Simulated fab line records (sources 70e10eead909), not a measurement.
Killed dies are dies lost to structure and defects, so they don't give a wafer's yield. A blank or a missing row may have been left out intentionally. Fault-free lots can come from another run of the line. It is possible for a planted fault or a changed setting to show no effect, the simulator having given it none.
Struck lot and sound lot, side by side / flow nand-harc / 14 out of 1159 route steps
Sound: wafers L690.3, L690.4, L690.5. Struck: wafers L699.3, L699.4, L699.5. Last of all comes the cause.
Order at every step that has rows: each side's tool, ch and its chambers, its first start. Under that, the readings that differ: sound wafers / struck wafers / difference of the means / sigmas: that difference in standard deviations of wafers without a fault.
alike: same words and numbers on both sides, and readings whose means sit less than 2 such deviations apart. not compared: any withheld reading, any reading some wafer has no value for, any bound like >300 that may hide the same value, and any number with overlapping values for which the record gives no deviation.
Wherever a step has rows on one side only, a row that says differs or no value, or a row with sigmas, the two part there. When numbers do not overlap yet have no deviation, they are printed without sigmas and do not part them. A reading missing from all wafers of one side parts the sides only when that side holds two or more wafers.

NHARC_P_GATE_STRIP_95: strips in O2.
  sound on plasma-asher-02 ch 0,1, day 6 06:40; struck on plasma-asher-01 ch 0,1, day 8 21:02
reading=drypump-motor-current-A (A); sound=5.8 5.8 5.8; struck=5.0 5.2 5.0; difference=-0.7; sigmas=-2
  alike: heater-power-w
  not compared: rf-hours-counter-h
then, 1 step without rows for these wafers: NHARC_P_GATE_STRIP_96 (strips in SPM, time 900 s).
NHARC_P_GATE_RTA_64: time 1 s.
  sound on rtp-anneal-02 ch 0, day 6 07:16; struck on rtp-anneal-02 ch 0, day 8 21:39
  alike: lamp-power-pct, lamp_zone_1_pct, wafer_temp_C_max
then, 1 step without rows for these wafers: NHARC_P_GATE_ETCH_77 (etches SiO2 in dHF, target depth 6 nm).
NHARC_P_GATE_DEGAS_109: time 60 s.
  sound: pvd-sputter-01 at day 6 07:31; struck: pvd-sputter-02 at day 8 21:55
  alike: heater-power-w
then, 3 steps without rows for these wafers: NHARC_P_GATE_PRE_CLEAN_110 (time 30 s); NHARC_P_GATE_SPUTTER_78 (material Ni, target thk 10 nm); NHARC_P_GATE_SPUTTER_79 (material TiN, target thk 10 nm).
NHARC_P_GATE_RTA_80: time 30 s.
  sound on rtp-anneal-02 ch 0, day 6 07:53; struck on rtp-anneal-02 ch 0, day 8 22:15
  alike: wafer_temp_C_max
then, 2 steps without rows for these wafers: NHARC_P_GATE_STRIP_67 (strips in SPM, time 600 s); NHARC_P_GATE_RTA_82 (time 30 s).
NHARC_P_GATE_INSPECT_68:
  sound: defect-inspect-02 at day 6 08:31; struck: defect-inspect-01 at day 8 22:52
  alike: raw-defect-count
NHARC_P_CONTACT_DEP_30: deposits SiNx, target thk 30 nm.
  sound on pecvd-01 ch 0,1, day 6 08:43; struck on pecvd-03 ch 1,2, day 8 22:55
  no value came back on the struck wafers for heater-power-outer-w (W), heater-power-w (W); on the sound wafers heater-power-outer-w (W) reads 357 332 356
NHARC_P_CONTACT_DEP_00: deposits SiO2, target thk 500 nm.
  sound on pecvd-01 ch 0,1; struck on pecvd-03 ch 1,2, day 8 23:09
  alike: chamber-pressure-Torr, heater-power-outer-w, heater-power-w, throttle-valve-pct

== WHERE THEY PART ==
First at NHARC_P_GATE_STRIP_95; last, within this record, at NHARC_P_CONTACT_DEP_30. Later steps at which nothing parts them and some readings are alike: NHARC_P_CONTACT_DEP_00.

WHY: what had been put in by the simulator
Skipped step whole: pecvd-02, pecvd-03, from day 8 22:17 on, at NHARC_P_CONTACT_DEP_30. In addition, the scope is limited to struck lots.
